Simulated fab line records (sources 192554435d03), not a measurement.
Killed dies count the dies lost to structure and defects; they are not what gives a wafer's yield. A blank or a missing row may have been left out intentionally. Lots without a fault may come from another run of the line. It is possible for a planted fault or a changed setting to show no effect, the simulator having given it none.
Matching of chambers | flow n5-finfet | N5_BEOL_M3_ETCH_74 on rie-diel-02: 4 sister chambers
The step etches underlayer in N2/H2, target depth 6.5 nm, time 5.2 s. 18 wafers are shown with their chamber, then 9 later ones without.

WAFERS, EACH WITH ITS CHAMBER
wafer  | chamber | showerhead-plenum-p-Torr (Torr) | drypump-motor-current-A (A) | throttle-valve-pct (%)
L076.1 | 1       | 2.54                            | 5.9                         | 18.17
L076.3 | 0       | 2.40                            | 6.6                         | 17.98
L076.6 | 1       | 2.54                            | 5.9                         | 18.17
L075.2 | 0       | 2.40                            | 6.5                         | 18.01
L075.4 | 3       | 2.60                            | 5.9                         | 17.75
L075.6 | 1       | 2.54                            | 5.9                         | 18.15
L079.3 | 2       | 2.60                            | 5.3                         | 17.83
L079.4 | 2       | 2.60                            | 5.3                         | 17.82
L079.6 | 3       | 2.60                            | 5.9                         | 17.76
L080.1 | 3       | 2.60                            | 5.9                         | 17.75
L080.3 | 0       | 2.40                            | 6.5                         | 18.02
L080.6 | 0       | 2.40                            | 6.5                         | 18.04
L081.2 | 1       | 2.54                            | 5.9                         | 18.19
L081.3 | 0       | 2.40                            | 6.5                         | 18.03
L081.5 | 0       | 2.40                            | 6.5                         | 18.01
L083.1 | 1       | 2.54                            | 5.9                         | 18.17
L083.2 | 0       | 2.39                            | 6.6                         | 18.02
L083.4 | 3       | 2.60                            | 5.9                         | 17.77

SIGNATURES (averages over the wafers above)
reading                  | chamber 0 | chamber 1 | chamber 2 | chamber 3 | scatter within a chamber
showerhead-plenum-p-Torr | 2.3986    | 2.5400    | 2.6000    | 2.6000    | 0.00247
drypump-motor-current-A  | 6.529     | 5.900     | 5.300     | 5.900     | 0.0319
throttle-valve-pct       | 18.0157   | 18.1700   | 17.8250   | 17.7575   | 0.0153
Rule: for each reading, subtract the chamber's mean from the wafer's reading, divide by that reading's scatter and square the result; add these up over the readings and take the root, which gives the wafer's distance from the chamber. The wafer belongs to the nearest chamber; if the next one is less than 2 further off, it can't be placed. The scatter: the root of (the sum of the squares of (reading less its chamber's mean) over the shown wafers, divided by (wafers less chambers)).

WAFERS WITHOUT THEIR CHAMBER
wafer  | showerhead-plenum-p-Torr (Torr) | drypump-motor-current-A (A) | throttle-valve-pct (%)
L084.1 | 2.54                            | 5.9                         | 18.20
L084.2 | 2.59                            | 5.9                         | 17.77
L084.6 | 2.39                            | 6.5                         | 18.04
L087.1 | 2.53                            | 5.9                         | 18.23
L087.3 | 2.59                            | 5.9                         | 17.78
L087.6 | 2.39                            | 6.6                         | 18.05
L092.3 | 2.39                            | 6.5                         | 18.05
L092.4 | 2.59                            | 5.2                         | 17.87
L092.6 | 2.59                            | 5.2                         | 17.86

EACH ONE'S CHAMBER
wafer  | from the rows above | in truth
L084.1 | 1                   | 1
L084.2 | 3                   | 3
L084.6 | 0                   | 0
L087.1 | 1                   | 1
L087.3 | 3                   | 3
L087.6 | 0                   | 0
L092.3 | 0                   | 0
L092.4 | 2                   | 2
L092.6 | 2                   | 2
Correct placement for 9 of the 9. Not placeable from these rows: 0. Wrongly placed: 0.
